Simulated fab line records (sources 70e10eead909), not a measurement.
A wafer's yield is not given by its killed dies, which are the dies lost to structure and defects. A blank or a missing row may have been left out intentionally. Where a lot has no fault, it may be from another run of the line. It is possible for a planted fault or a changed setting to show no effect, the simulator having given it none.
What tool caused it? + flow nand_harc + Sampling: 10 lots, 30 wafers, 3 of 1302 route steps

## WHAT THE GAUGES SHOWED, per wafer
NHARC_A_CHANNEL_HOLE_D2_INSPECT_12.
| lot  | measured     | on                | raw_defect_count |
|------|--------------|-------------------|------------------|
| L074 | day 13 07:46 | defect_inspect-02 | 61 67 60         |
| L077 | day 14 07:13 | defect_inspect-02 | 6 2 4            |
| L079 | day 14 18:42 | defect_inspect-01 | 41 60 47         |
| L080 | day 15 17:07 | defect_inspect-02 | 7 10 13          |
| L083 | day 17 02:28 | defect_inspect-02 | 7 11 8           |
| L086 | day 18 11:14 | defect_inspect-02 | 56 56 52         |
| L088 | day 19 00:21 | defect_inspect-01 | 52 62 72         |
| L090 | day 19 16:19 | defect_inspect-02 | 51 63 40         |
| L092 | day 20 20:25 | defect_inspect-01 | 63 48 43         |
| L095 | day 22 00:22 | defect_inspect-01 | 24 27 25         |

## TOOL THAT RAN EACH LOT (tool first, then ch and the chambers of the sampled wafers, then the start)
| lot  | NHARC_A_CHANNEL_FILL_D1_ALD_25   | NHARC_A_DECK1_JOINT_ETCHBACK_00  |
|------|----------------------------------|----------------------------------|
| L074 | ald_hk-01 ch 1,3, day 10 17:46   | rie_si-05 ch 0,3, day 11 16:11   |
| L077 | ald_hk-03 ch 0,1,3, day 11 18:44 | rie_si-05 ch 0,2, day 12 16:03   |
| L079 | ald_hk-03 ch 0,1,2, day 12 04:52 | rie_si-04 ch 0,1, day 13 01:53   |
| L080 | ald_hk-01 ch 0,1,2, day 13 02:28 | rie_si-05 ch 2,3, day 14 02:08   |
| L083 | ald_hk-04 ch 0,1, day 14 07:47   | rie_si-02 ch 2,3, day 15 06:05   |
| L086 | ald_hk-01 ch 0,3, day 15 16:02   | rie_si-04 ch 0,1,2, day 16 16:32 |
| L088 | ald_hk-04 ch 0,1,3, day 16 09:10 | rie_si-04 ch 0,1, day 17 05:38   |
| L090 | ald_hk-04 ch 0,1, day 17 00:05   | rie_si-05 ch 0,1, day 17 22:37   |
| L092 | ald_hk-04 ch 1,2,3, day 18 00:45 | rie_si-02 ch 0,1, day 18 22:12   |
| L095 | ald_hk-01 ch 0,1,2, day 19 05:21 | rie_si-05 ch 0,1,3, day 20 03:42 |
- NHARC_A_CHANNEL_FILL_D1_ALD_25: deposits SiOx, target thk 60 nm, pulse time 10 s, ald cycles 600.
- NHARC_A_DECK1_JOINT_ETCHBACK_00: etches the open film in HBr, target depth 30 nm, time 17.4 s.

## THE ANSWER, worked out from the rows above alone
Rule: what is usual is taken from the lots themselves. The widest of any qualifying gaps counts: lots, ordered by their means at a reading, are off when they make up no more than a third of the lots, leave a main group of 4 or more, and stand apart from it by 3 or more times the standard deviation of that group's means. A main group whose means are all the same, to the digits that the tables above print for the reading, isn't used. A lot without any number at a reading at which 4 lots or more have one is off too. Where the step has rows for the other lots, those lots are counted as sound.
No lot is off on any of the readings shown, so nothing can be concluded from this.

## WHAT THE SIMULATOR PUT IN
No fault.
